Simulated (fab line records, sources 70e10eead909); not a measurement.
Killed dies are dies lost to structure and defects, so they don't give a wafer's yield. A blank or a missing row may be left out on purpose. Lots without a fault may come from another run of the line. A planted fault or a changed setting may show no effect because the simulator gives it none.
Which tool did it? | flow nand_harc | 24 lots, 72 wafers sampled, at 6 steps of a route of 1159

WHAT THE GAUGES READ, wafer by wafer
NHARC_P_BONDPAD_OVL_MEAS_38.
lot  | measured     | on         | overlay_x_nm (nm) | overlay_y_nm (nm)
L074 | day 6 10:48  | overlay-01 | 1 1 1             | 16 17 16
L075 | day 6 23:29  | overlay-01 | 1 1 1             | -8 -8 -7
L076 | day 7 00:43  | overlay-01 | -10 -11 -11       | 2 2 2
L077 | day 7 01:10  | overlay-02 | 7 7 8             | 10 10 10
L078 | day 7 08:26  | overlay-01 | -6 -6 -6          | -1 -3 -3
L079 | day 7 17:57  | overlay-02 | 4 4 4             | 4 4 5
L080 | day 7 20:50  | overlay-02 | 5 4 5             | -5 -5 -5
L081 | day 7 20:59  | overlay-01 | -6 -6 -6          | -1 0 -1
L083 | day 8 11:37  | overlay-02 | -6 -7 -7          | 6 6 6
L084 | day 8 11:51  | overlay-02 | 2 4 3             | -4 -3 -3
L082 | day 8 13:12  | overlay-02 | 7 6 7             | 2 1 1
L085 | day 9 05:20  | overlay-02 | -1 -2 -2          | 1 2 2
L087 | day 9 14:38  | overlay-01 | -2 -2 -1          | -1 -2 -2
L086 | day 9 15:49  | overlay-01 | 5 5 6             | -1 -1 0
L088 | day 10 09:53 | overlay-01 | -6 -6 -6          | -16 -16 -16
L089 | day 10 13:11 | overlay-01 | -6 -6 -6          | -4 -4 -4
L090 | day 10 13:56 | overlay-01 | -4 -4 -4          | -2 -2 -1
L091 | day 10 14:39 | overlay-02 | -1 -1 0           | 12 11 10
L092 | day 10 19:13 | overlay-02 | 3 3 3             | -2 -2 -2
L093 | day 10 19:20 | overlay-01 | 13 14 13          | -14 -13 -14
L095 | day 11 18:36 | overlay-02 | -4 -4 -4          | 1 0 1
L094 | day 11 18:26 | overlay-01 | -11 -11 -11       | 2 2 2
L096 | day 11 20:40 | overlay-01 | -3 -3 -3          | -7 -7 -7
L097 | day 11 21:09 | overlay-01 | -5 -5 -5          | 1 1 1

NHARC_P_BONDPAD_THK_MEAS_20: measures by xrf.
lot  | measured     | on            | thk_nm (nm)
L074 | day 6 13:32  | film_metro-01 | 160.1 159.5 159.2
L075 | day 7 02:18  | film_metro-02 | 164.4 161.1 161.3
L076 | day 7 03:16  | film_metro-01 | 162.0 162.1 161.3
L077 | day 7 03:44  | film_metro-02 | 164.9 161.0 164.5
L078 | day 7 11:18  | film_metro-02 | 158.9 161.1 157.9
L079 | day 7 20:26  | film_metro-02 | 160.0 160.4 160.0
L080 | day 7 23:27  | film_metro-01 | 157.9 160.0 159.0
L081 | day 7 23:51  | film_metro-01 | 156.5 160.7 157.5
L083 | day 8 14:37  | film_metro-02 | 159.3 157.7 160.8
L084 | day 8 14:56  | film_metro-02 | 159.4 160.0 160.0
L082 | day 8 15:54  | film_metro-01 | 159.4 161.5 159.8
L085 | day 9 07:50  | film_metro-01 | 161.4 160.6 161.0
L087 | day 9 17:08  | film_metro-02 | 159.3 161.1 157.1
L086 | day 9 18:19  | film_metro-01 | 161.8 159.6 161.8
L088 | day 10 12:22 | film_metro-02 | 161.1 160.9 161.6
L089 | day 10 15:39 | film_metro-01 | 159.3 160.0 157.4
L090 | day 10 16:26 | film_metro-02 | 161.9 159.4 160.7
L091 | day 10 17:09 | film_metro-02 | 159.7 158.7 160.2
L092 | day 10 21:53 | film_metro-02 | 163.5 160.1 158.0
L093 | day 10 22:04 | film_metro-02 | 160.0 161.8 159.2
L095 | day 11 21:06 | film_metro-01 | 161.9 161.5 160.7
L094 | day 11 20:58 | film_metro-02 | 161.7 159.0 161.5
L096 | day 11 23:09 | film_metro-02 | 158.9 158.8 160.6
L097 | day 11 23:45 | film_metro-02 | 161.2 160.1 161.4

WHICH TOOL RAN EACH LOT (tool, then ch and the chambers of the sampled wafers, then the start)
lot  | NHARC_P_M1_DESCUM_14               | NHARC_P_M1_ETCH_15                            | NHARC_P_M2_ANNEAL_31             | NHARC_P_BONDPAD_DESCUM_11
L074 | rie_diel-04 ch 1,2, day 6 01:58    | rie_diel-04 ch 0,2,3, day 6 07:55 or earlier  | rtp_anneal-02 ch 0, day 6 07:55  | rie_diel-05 ch 0,1,2, day 6 10:56
L075 | rie_diel-04 ch 1,3, day 6 14:26    | rie_diel-04 ch 0,1, day 6 20:53 or earlier    | rtp_anneal-02 ch 0, day 6 20:53  | rie_diel-02 ch 0,3, day 6 23:37
L076 | rie_diel-09 ch 2,3, day 6 15:36    | rie_diel-09 ch 1,2,3, day 6 22:09 or earlier  | rtp_anneal-02 ch 0, day 6 22:09  | rie_diel-02 ch 0,1,2, day 7 00:50
L077 | rie_diel-04 ch 2,3, day 6 16:07    | rie_diel-04 ch 1,2,3, day 6 22:24 or earlier  | rtp_anneal-01 ch 0, day 6 22:24  | rie_diel-02 ch 2,3, day 7 01:20
L078 | rie_diel-09 ch 1,2,3, day 6 23:34  | rie_diel-09 ch 0,1,2, day 7 05:55 or earlier  | rtp_anneal-01 ch 0, day 7 05:55  | rie_diel-05 ch 1,2,3, day 7 08:36
L079 | rie_diel-10 ch 1,2, day 7 08:34    | rie_diel-10 ch 2,3, day 7 15:12 or earlier    | rtp_anneal-02 ch 0, day 7 15:12  | rie_diel-02 ch 0,3, day 7 18:04
L080 | rie_diel-09 ch 0,1,3, day 7 11:45  | rie_diel-09 ch 2,3, day 7 17:46 or earlier    | rtp_anneal-01 ch 0, day 7 17:46  | rie_diel-02 ch 1,2,3, day 7 20:58
L081 | rie_diel-04 ch 0,2,3, day 7 12:02  | rie_diel-04 ch 1,2,3, day 7 18:05 or earlier  | rtp_anneal-01 ch 0, day 7 18:05  | rie_diel-02 ch 0,1,3, day 7 21:08
L083 | rie_diel-09 ch 1,3, day 8 02:04    | rie_diel-09 ch 0,1,2, day 8 08:42 or earlier  | rtp_anneal-02 ch 0, day 8 08:42  | rie_diel-02 ch 0,1,3, day 8 11:44
L084 | rie_diel-09 ch 2,3, day 8 02:40    | rie_diel-09 ch 0,1,3, day 8 09:01 or earlier  | rtp_anneal-02 ch 0, day 8 09:01  | rie_diel-02 ch 0,3, day 8 11:59
L082 | rie_diel-10 ch 0,1,2, day 8 04:36  | rie_diel-10 ch 0,2,3, day 8 10:31 or earlier  | rtp_anneal-01 ch 0, day 8 10:31  | rie_diel-02 ch 0,3, day 8 13:19
L085 | rie_diel-10 ch 0,1,2, day 8 20:31  | rie_diel-10 ch 0,2,3, day 9 02:35 or earlier  | rtp_anneal-02 ch 0, day 9 02:35  | rie_diel-02 ch 1,2,3, day 9 05:28
L087 | rie_diel-09 ch 1,3, day 9 05:42    | rie_diel-09 ch 1,2,3, day 9 11:52 or earlier  | rtp_anneal-02 ch 0, day 9 11:52  | rie_diel-02 ch 1,3, day 9 14:46
L086 | rie_diel-04 ch 0,1,3, day 9 07:08  | rie_diel-04 ch 0,1,2, day 9 13:17 or earlier  | rtp_anneal-02 ch 0, day 9 13:17  | rie_diel-02 ch 1,2,3, day 9 15:56
L088 | rie_diel-04 ch 0,2, day 10 00:32   | rie_diel-04 ch 0,3, day 10 06:36 or earlier   | rtp_anneal-01 ch 0, day 10 06:36 | rie_diel-02 ch 1,2,3, day 10 10:01
L089 | rie_diel-10 ch 0,2,3, day 10 04:16 | rie_diel-10 ch 0,2, day 10 10:27 or earlier   | rtp_anneal-02 ch 0, day 10 10:27 | rie_diel-02 ch 2,3, day 10 13:18
L090 | rie_diel-04 ch 0,1,3, day 10 04:32 | rie_diel-04 ch 0,1, day 10 11:10 or earlier   | rtp_anneal-01 ch 0, day 10 11:10 | rie_diel-02 ch 1,3, day 10 14:04
L091 | rie_diel-04 ch 2,3, day 10 05:53   | rie_diel-04 ch 1,2,3, day 10 12:05 or earlier | rtp_anneal-01 ch 0, day 10 12:05 | rie_diel-11 ch 1,3, day 10 14:48
L092 | rie_diel-09 ch 0,2,3, day 10 10:02 | rie_diel-09 ch 0,1,3, day 10 16:39 or earlier | rtp_anneal-02 ch 0, day 10 16:39 | rie_diel-02 ch 0,1,2, day 10 19:20
L093 | rie_diel-10 ch 0,2, day 10 10:35   | rie_diel-10 ch 0,2,3, day 10 16:47 or earlier | rtp_anneal-01 ch 0, day 10 16:47 | rie_diel-11 ch 0,2, day 10 19:28
L095 | rie_diel-09 ch 2,3, day 11 08:39   | rie_diel-09 ch 1,2,3, day 11 15:35 or earlier | rtp_anneal-02 ch 0, day 11 15:35 | rie_diel-05 ch 0,2,3, day 11 18:44
L094 | rie_diel-09 ch 1,2, day 11 09:21   | rie_diel-09 ch 0,2,3, day 11 15:46 or earlier | rtp_anneal-01 ch 0, day 11 15:46 | rie_diel-02 ch 0,1,2, day 11 18:35
L096 | rie_diel-10 ch 2,3, day 11 10:30   | rie_diel-10 ch 0,1, day 11 17:27 or earlier   | rtp_anneal-02 ch 0, day 11 17:27 | rie_diel-05 ch 0,1,2, day 11 20:48
L097 | rie_diel-10 ch 0,3, day 11 10:55   | rie_diel-10 ch 0,2,3, day 11 17:48 or earlier | rtp_anneal-01 ch 0, day 11 17:48 | rie_diel-11 ch 2,3, day 11 21:17
- NHARC_P_M1_DESCUM_14: chemistry O2, time 3 s.
- NHARC_P_M1_ETCH_15: etches the open film in C4F8/Ar, target depth 182.5 nm, time 91.2 s.
- NHARC_P_M2_ANNEAL_31: time 90 s.
- NHARC_P_BONDPAD_DESCUM_11: chemistry O2, time 3 s.

WHAT THE TOOLS THEMSELVES READ (means of the sampled wafers that have a number; where no wafer has one, the mark that the record gives instead)
NHARC_P_M1_DESCUM_14.
lot  | tool        | chamber_pressure_mTorr (mTorr) | drypump_motor_current_A (A) | oes_product_au (a.u.) | rf_vpp_V (V) | showerhead_plenum_p_Torr (Torr) | throttle_valve_pct (%)
L074 | rie_diel-04 | 60.02                          | 5.8                         | 1.003                 | 58.6         | 1.88                            | 11.322
L075 | rie_diel-04 | 60.02                          | 6.2                         | 0.986                 | 57.7         | 1.85                            | 11.308
L076 | rie_diel-09 | 60.00                          | 6.0                         | 0.990                 | 57.8         | 1.92                            | 11.311
L077 | rie_diel-04 | 59.97                          | 5.6                         | 1.012                 | 57.1         | 1.93                            | 11.321
L078 | rie_diel-09 | 59.98                          | 5.6                         | 0.992                 | 57.4         | 1.99                            | 11.311
L079 | rie_diel-10 | 60.02                          | 5.7                         | 0.998                 | 57.7         | 2.02                            | 11.311
L080 | rie_diel-09 | 59.99                          | 5.4                         | 0.988                 | 58.6         | 1.95                            | 11.308
L081 | rie_diel-04 | 60.03                          | 5.8                         | 1.001                 | 57.0         | 1.88                            | 11.309
L083 | rie_diel-09 | 59.99                          | 5.3                         | 0.992                 | 57.7         | 2.00                            | 11.313
L084 | rie_diel-09 | 59.95                          | 5.9                         | 1.007                 | 58.3         | 1.98                            | 11.305
L082 | rie_diel-10 | 59.98                          | 5.7                         | 1.001                 | 57.8         | 1.95                            | 11.317
L085 | rie_diel-10 | 60.04                          | 5.7                         | 0.988                 | 58.4         | 1.95                            | 11.308
L087 | rie_diel-09 | 60.00                          | 5.3                         | 0.991                 | 57.9         | 2.00                            | 11.306
L086 | rie_diel-04 | 60.00                          | 6.2                         | 1.000                 | 57.8         | 1.84                            | 11.309
L088 | rie_diel-04 | 60.01                          | 5.4                         | 0.993                 | 58.3         | 1.91                            | 11.312
L089 | rie_diel-10 | 59.99                          | 6.2                         | 0.999                 | 58.4         | 1.92                            | 11.314
L090 | rie_diel-04 | 59.99                          | 6.2                         | 0.999                 | 57.9         | 1.83                            | 11.318
L091 | rie_diel-04 | 59.98                          | 5.6                         | 1.001                 | 58.1         | 1.93                            | 11.315
L092 | rie_diel-09 | 59.98                          | 5.7                         | 1.003                 | 58.4         | 1.94                            | 11.305
L093 | rie_diel-10 | 60.02                          | 5.9                         | 0.989                 | 58.1         | 1.97                            | 11.303
L095 | rie_diel-09 | 60.03                          | 5.9                         | 0.999                 | 57.2         | 1.98                            | 11.307
L094 | rie_diel-09 | 60.00                          | 5.6                         | 1.008                 | 58.0         | 2.05                            | 11.309
L096 | rie_diel-10 | 59.95                          | 6.1                         | 0.996                 | 58.7         | 1.99                            | 11.314
L097 | rie_diel-10 | 59.99                          | 6.4                         | 1.000                 | 57.8         | 1.86                            | 11.309

NHARC_P_M1_ETCH_15.
lot  | tool        | chamber_pressure_mTorr (mTorr) | oes_product_au (a.u.) | rf_vpp_V (V)
L074 | rie_diel-04 | 25.011                         | 0.968                 | 439.1
L075 | rie_diel-04 | 24.990                         | 0.976                 | 437.1
L076 | rie_diel-09 | 25.009                         | 0.913                 | 443.7
L077 | rie_diel-04 | 25.018                         | 0.960                 | 439.7
L078 | rie_diel-09 | 25.014                         | 0.968                 | 444.3
L079 | rie_diel-10 | 24.996                         | 0.930                 | 441.3
L080 | rie_diel-09 | 25.009                         | 0.978                 | 442.8
L081 | rie_diel-04 | 25.012                         | 0.966                 | 439.9
L083 | rie_diel-09 | 25.006                         | 0.943                 | 442.7
L084 | rie_diel-09 | 24.988                         | 0.967                 | 442.3
L082 | rie_diel-10 | 25.002                         | 0.927                 | 441.5
L085 | rie_diel-10 | 25.014                         | 0.970                 | 441.3
L087 | rie_diel-09 | 24.990                         | 0.931                 | 442.8
L086 | rie_diel-04 | 25.002                         | 0.967                 | 439.3
L088 | rie_diel-04 | 24.999                         | 0.970                 | 438.5
L089 | rie_diel-10 | 25.023                         | 0.963                 | 443.5
L090 | rie_diel-04 | 24.978                         | 0.956                 | 438.3
L091 | rie_diel-04 | 24.996                         | 0.917                 | 440.5
L092 | rie_diel-09 | 25.001                         | 0.970                 | 441.7
L093 | rie_diel-10 | 24.999                         | 0.958                 | 441.0
L095 | rie_diel-09 | 24.996                         | 0.956                 | 442.9
L094 | rie_diel-09 | 24.992                         | 0.968                 | 442.0
L096 | rie_diel-10 | 24.996                         | 0.961                 | 439.0
L097 | rie_diel-10 | 25.001                         | 0.951                 | 440.5

NHARC_P_M2_ANNEAL_31.
lot  | tool          | wafer_temp_C_max
L074 | rtp_anneal-02 | 225.8
L075 | rtp_anneal-02 | 226.0
L076 | rtp_anneal-02 | 226.0
L077 | rtp_anneal-01 | 226.1
L078 | rtp_anneal-01 | 226.4
L079 | rtp_anneal-02 | 225.9
L080 | rtp_anneal-01 | 226.2
L081 | rtp_anneal-01 | 226.0
L083 | rtp_anneal-02 | 225.8
L084 | rtp_anneal-02 | 225.7
L082 | rtp_anneal-01 | 226.2
L085 | rtp_anneal-02 | 225.6
L087 | rtp_anneal-02 | 225.9
L086 | rtp_anneal-02 | 225.7
L088 | rtp_anneal-01 | 226.1
L089 | rtp_anneal-02 | 225.8
L090 | rtp_anneal-01 | 226.2
L091 | rtp_anneal-01 | 226.4
L092 | rtp_anneal-02 | 225.8
L093 | rtp_anneal-01 | 226.5
L095 | rtp_anneal-02 | 225.7
L094 | rtp_anneal-01 | 226.2
L096 | rtp_anneal-02 | 225.9
L097 | rtp_anneal-01 | 226.0

NHARC_P_BONDPAD_DESCUM_11.
lot  | tool        | chamber_pressure_mTorr (mTorr) | drypump_motor_current_A (A) | oes_product_au (a.u.) | rf_vpp_V (V) | showerhead_plenum_p_Torr (Torr) | throttle_valve_pct (%)
L074 | rie_diel-05 | 60.02                          | 5.5                         | 1.000                 | 56.7         | 1.88                            | 11.311
L075 | rie_diel-02 | 60.02                          | 5.5                         | 0.996                 | 58.1         | 1.86                            | 11.309
L076 | rie_diel-02 | 60.04                          | 5.5                         | 1.005                 | 57.9         | 1.94                            | 11.304
L077 | rie_diel-02 | 60.00                          | 6.3                         | 0.995                 | 57.7         | 2.01                            | 11.309
L078 | rie_diel-05 | 60.05                          | 6.1                         | 1.003                 | 57.4         | 1.84                            | 11.314
L079 | rie_diel-02 | 59.96                          | 6.1                         | 0.995                 | 58.1         | 1.92                            | 11.311
L080 | rie_diel-02 | 60.04                          | 6.0                         | 0.996                 | 58.1         | 2.00                            | 11.304
L081 | rie_diel-02 | 60.01                          | 5.6                         | 1.001                 | 57.5         | 1.92                            | 11.318
L083 | rie_diel-02 | 60.04                          | 5.6                         | 1.002                 | 57.6         | 1.92                            | 11.315
L084 | rie_diel-02 | 59.98                          | 6.1                         | 0.990                 | 57.2         | 1.92                            | 11.312
L082 | rie_diel-02 | 59.99                          | 5.5                         | 1.004                 | 58.5         | 1.86                            | 11.321
L085 | rie_diel-02 | 60.00                          | 6.0                         | 1.005                 | 57.1         | 2.00                            | 11.309
L087 | rie_diel-02 | 59.99                          | 6.1                         | 0.996                 | 58.3         | 1.98                            | 11.312
L086 | rie_diel-02 | 60.00                          | 6.0                         | 0.998                 | 58.6         | 2.00                            | 11.313
L088 | rie_diel-02 | 59.97                          | 6.0                         | 0.998                 | 58.3         | 1.99                            | 11.302
L089 | rie_diel-02 | 60.01                          | 6.3                         | 1.004                 | 57.1         | 2.01                            | 11.313
L090 | rie_diel-02 | 59.97                          | 5.7                         | 1.007                 | 57.9         | 1.98                            | 11.317
L091 | rie_diel-11 | 60.04                          | 6.3                         | 0.990                 | 58.0         | 1.88                            | 11.308
L092 | rie_diel-02 | 59.98                          | 5.5                         | 1.010                 | 57.8         | 1.94                            | 11.309
L093 | rie_diel-11 | 60.03                          | 5.9                         | 1.003                 | 57.7         | 1.90                            | 11.313
L095 | rie_diel-05 | 59.99                          | 5.8                         | 0.997                 | 57.9         | 1.83                            | 11.320
L094 | rie_diel-02 | 60.00                          | 5.5                         | 1.010                 | 58.2         | 1.94                            | 11.308
L096 | rie_diel-05 | 59.96                          | 5.5                         | 0.989                 | 58.2         | 1.87                            | 11.308
L097 | rie_diel-11 | 59.99                          | 6.3                         | 0.984                 | 57.8         | 1.98                            | 11.320

THE ANSWER, worked out from the rows above alone
Rule: what is usual is taken from the lots themselves. Put in order of their means at a reading, lots are off if they are a third of the lots or fewer, leave a main group of 4 or more, and stand apart from it by a gap of 3 or more times the standard deviation of the main group's means; of several such gaps the widest counts. A main group whose means are all the same, to the digits that the tables above print for the reading, isn't used. A lot without any number at a reading at which 4 lots or more have one is off too. The other lots that the step has rows for count as sound. The gauges are gone through in route order, then the tools' own readings, and for those a lot's mean is taken as printed above. The first step at which some lot is off is used, and at that step the reading that is off furthest; a lot without a number counts as furthest.
No lot is off at any reading shown: from this, nothing can be told.

WHAT THE SIMULATOR HAD PUT IN
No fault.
